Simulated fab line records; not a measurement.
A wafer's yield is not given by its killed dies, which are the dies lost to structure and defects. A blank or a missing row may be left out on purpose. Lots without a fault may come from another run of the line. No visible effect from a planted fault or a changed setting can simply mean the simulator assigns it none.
Problem report in the 8D (eight disciplines) form, filled by code + flow n5-finfet + the parts of the form that need people (team, actions taken, sign-off) are left out

== 1. WHAT WENT WRONG ==
At N5_BEOL_M11_VIA_ETCH_34, run-length-s averages 88.5 s over 3 wafers from 3 lots, while fault-free wafers read 92.5 s, standard deviation 0.43. Relative to the usual mean, that is a shift of -9.2 standard deviations.
The step: etches SiCOH lowk in C4F6/O2, target depth 184.5 nm, time 69.2 s.
First seen on wafer L163.2, day 11 20:39, on rie-diel-03. The record has a number at this step for 20 wafers belonging to 7 lots. Rule for "out", or "out of limits": more than 4 standard deviations from the usual mean. The rest of the wafers with a number are treated as sound.

== 2. WHAT IT IS; WHAT IT IS NOT ==
| question                    | is                     | is not                                                                                                                  |
|-----------------------------|------------------------|-------------------------------------------------------------------------------------------------------------------------|
| which readings at this step | run-length-s           | chamber-pressure-mTorr, drypump-motor-current-A, oes-product-au, rf-vpp-V, showerhead-plenum-p-Torr, throttle-valve-pct |
| which lots                  | L162, L163, L164       | L159, L161, L174, L175                                                                                                  |
| which wafers of those lots  | L162.6, L163.2, L164.2 | L162.1, L162.5, L163.4, L163.5, L164.5                                                                                  |
| read on which tools         | rie-diel-03            | rie-diel-02                                                                                                             |
| when                        | from day 11 20:39      | up to then (8 sound wafers); but 9 sound wafers of L162, L164, L174, L175 came after                                    |

== 3. WHAT RULES OUT EACH SUSPECT ==
Counting: a tool at a process step up to the reading stays a suspect if it ran every lot that is out. Sound lots after the first of them don't rule it out here, since some wafers of a struck lot are sound.
- rie-diel-03 at N5_BEOL_M11_DESCUM_33 (chemistry O2, time 7.9 s): kept. Ran every lot that is out, first one L163 (day 11 20:26); last sound lot up to then L161 (day 11 19:59).
- rie-diel-03 at N5_BEOL_M11_ETCH_65 (etches SiARC in CF4, target depth 39 nm, time 65 s): kept. Ran every lot that is out, first one L163 (day 11 20:28); last sound lot up to then L161 (day 11 20:01).
- rie-diel-03 at N5_BEOL_M11_ETCH_66 (etches SOC in N2/H2, target depth 120 nm, overetch 24 nm, time 180 s): kept. Ran every lot that is out, first one L163 (day 11 20:31); last sound lot up to then L161 (day 11 20:04).
- rie-diel-03 at N5_BEOL_M11_VIA_ETCH_34 (etches SiCOH lowk in C4F6/O2, target depth 184.5 nm, time 69.2 s): kept. Ran every lot that is out, first one L163 (day 11 20:39); last sound lot up to then L161 (day 11 20:11). Its own readings are out on those wafers: run-length-s.
Left after counting: rie-diel-03 at N5_BEOL_M11_DESCUM_33, rie-diel-03 at N5_BEOL_M11_ETCH_65, rie-diel-03 at N5_BEOL_M11_ETCH_66, rie-diel-03 at N5_BEOL_M11_VIA_ETCH_34.

== 4. THE CAUSE (what the simulator had put in) ==
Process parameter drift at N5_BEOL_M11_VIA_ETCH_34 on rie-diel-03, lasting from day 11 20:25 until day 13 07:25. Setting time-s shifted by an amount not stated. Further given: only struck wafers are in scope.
Counting leaves 4 suspects; this tool is one of them.

== 5. THE CHAIN OF EFFECTS, in route order ==
Each row: a reading where the mean over the struck wafers with a number is more than 3 standard deviations away from the usual. Scope: only readings with a usual standard deviation given in the record; hours: median across lots of the time from each lot's start at the first step in this table that gives one to its start at this step; sigmas: change in usual standard deviations.
| hours | step                    | reading      | usual  | on struck wafers | change | sigmas |
|-------|-------------------------|--------------|--------|------------------|--------|--------|
| 0     | N5_BEOL_M11_VIA_ETCH_34 | run-length-s | 92.5 s | 88.5             | -4.0   | -9.2   |
Its process steps:
- N5_BEOL_M11_VIA_ETCH_34: etches SiCOH lowk in C4F6/O2, target depth 184.5 nm, time 69.2 s.
Readings that are blank on the struck wafers while sound wafers have them: rf-fwd-power-W at N5_BEOL_M11_VIA_ETCH_34.

== 6. HOW IT WOULD HAVE BEEN CAUGHT EARLIER ==
In this record the first reading out of limits was taken at day 11 20:39, 0 hours after the fault began at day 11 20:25.
